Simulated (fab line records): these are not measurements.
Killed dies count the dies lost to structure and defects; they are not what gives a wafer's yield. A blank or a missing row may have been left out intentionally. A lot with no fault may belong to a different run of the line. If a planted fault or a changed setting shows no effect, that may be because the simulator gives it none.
Matching of chambers :: flow nand_harc :: NHARC_A_STAIRCASE_DESCUM_252 on rie_diel-01: 4 sister chambers
The step chemistry O2, time 3 s. 14 wafers are shown with their chamber, then 7 later ones without.

## WAFERS PAIRED WITH THEIR CHAMBERS
wafer: L076.2
chamber: 3
drypump_motor_current_A (A): 5.8
showerhead_plenum_p_Torr (Torr): 1.82
oes_product_au (a.u.): 1.007

wafer: L076.4
chamber: 1
drypump_motor_current_A (A): 5.4
showerhead_plenum_p_Torr (Torr): 2.06
oes_product_au (a.u.): 1.002

wafer: L076.6
chamber: 3
drypump_motor_current_A (A): 5.8
showerhead_plenum_p_Torr (Torr): 1.82
oes_product_au (a.u.): 1.022

wafer: L081.2
chamber: 2
drypump_motor_current_A (A): 6.1
showerhead_plenum_p_Torr (Torr): 1.93
oes_product_au (a.u.): 1.000

wafer: L081.3
chamber: 0
drypump_motor_current_A (A): 5.6
showerhead_plenum_p_Torr (Torr): 1.86
oes_product_au (a.u.): 0.980

wafer: L081.5
chamber: 2
drypump_motor_current_A (A): 6.0
showerhead_plenum_p_Torr (Torr): 1.93
oes_product_au (a.u.): 0.991

wafer: L088.1
chamber: 1
drypump_motor_current_A (A): 5.4
showerhead_plenum_p_Torr (Torr): 2.04
oes_product_au (a.u.): 0.990

wafer: L088.4
chamber: 3
drypump_motor_current_A (A): 5.8
showerhead_plenum_p_Torr (Torr): 1.81
oes_product_au (a.u.): 1.013

wafer: L088.6
chamber: 1
drypump_motor_current_A (A): 5.4
showerhead_plenum_p_Torr (Torr): 2.04
oes_product_au (a.u.): 0.999

wafer: L090.3
chamber: 2
drypump_motor_current_A (A): 6.1
showerhead_plenum_p_Torr (Torr): 1.92
oes_product_au (a.u.): 0.995

wafer: L090.4
chamber: 1
drypump_motor_current_A (A): 5.4
showerhead_plenum_p_Torr (Torr): 2.04
oes_product_au (a.u.): 0.985

wafer: L090.6
chamber: 1
drypump_motor_current_A (A): 5.4
showerhead_plenum_p_Torr (Torr): 2.04
oes_product_au (a.u.): 0.990

wafer: L092.1
chamber: 0
drypump_motor_current_A (A): 5.6
showerhead_plenum_p_Torr (Torr): 1.85
oes_product_au (a.u.): 0.984

wafer: L092.4
chamber: 1
drypump_motor_current_A (A): 5.4
showerhead_plenum_p_Torr (Torr): 2.04
oes_product_au (a.u.): 1.004

SIGNATURES (means of the wafers above)
reading: drypump_motor_current_A
chamber 0: 5.600
chamber 1: 5.400
chamber 2: 6.067
chamber 3: 5.800
scatter within a chamber: 0.0258

reading: showerhead_plenum_p_Torr
chamber 0: 1.8550
chamber 1: 2.0433
chamber 2: 1.9267
chamber 3: 1.8167
scatter within a chamber: 0.00719

reading: oes_product_au
chamber 0: 0.98200
chamber 1: 0.99500
chamber 2: 0.99533
chamber 3: 1.01400
scatter within a chamber: 0.00677
Rule: for a wafer and a chamber, the distance is found by dividing, reading by reading, the gap between the wafer's reading and the chamber's mean by the reading's scatter, squaring, summing and taking the root. If the next closest chamber is less than 2 further off than the closest, the wafer can't be placed; otherwise it belongs to the closest. The scatter is the square root of a quotient: the sum, over the shown wafers, of each reading's squared deviation from its chamber's mean, divided by wafers minus chambers.

## WAFERS WITH NO CHAMBER GIVEN
wafer: L092.6
drypump_motor_current_A (A): 5.4
showerhead_plenum_p_Torr (Torr): 2.04
oes_product_au (a.u.): 0.993

wafer: L093.1
drypump_motor_current_A (A): 6.0
showerhead_plenum_p_Torr (Torr): 1.92
oes_product_au (a.u.): 0.998

wafer: L093.2
drypump_motor_current_A (A): 5.6
showerhead_plenum_p_Torr (Torr): 1.85
oes_product_au (a.u.): 0.998

wafer: L093.6
drypump_motor_current_A (A): 5.4
showerhead_plenum_p_Torr (Torr): 2.04
oes_product_au (a.u.): 0.999

wafer: L097.1
drypump_motor_current_A (A): 5.6
showerhead_plenum_p_Torr (Torr): 1.85
oes_product_au (a.u.): 0.993

wafer: L097.3
drypump_motor_current_A (A): 5.4
showerhead_plenum_p_Torr (Torr): 2.03
oes_product_au (a.u.): 0.997

wafer: L097.6
drypump_motor_current_A (A): 6.1
showerhead_plenum_p_Torr (Torr): 1.92
oes_product_au (a.u.): 0.994

## THE CHAMBER EACH PASSED THROUGH
wafer: L092.6
from the rows above: 1
in truth: 1

wafer: L093.1
from the rows above: 2
in truth: 2

wafer: L093.2
from the rows above: 0
in truth: 0

wafer: L093.6
from the rows above: 1
in truth: 1

wafer: L097.1
from the rows above: 0
in truth: 0

wafer: L097.3
from the rows above: 1
in truth: 1

wafer: L097.6
from the rows above: 2
in truth: 2
Placed correctly: 7 of 7. Left unplaced by these rows: 0. 0 placed wrongly.
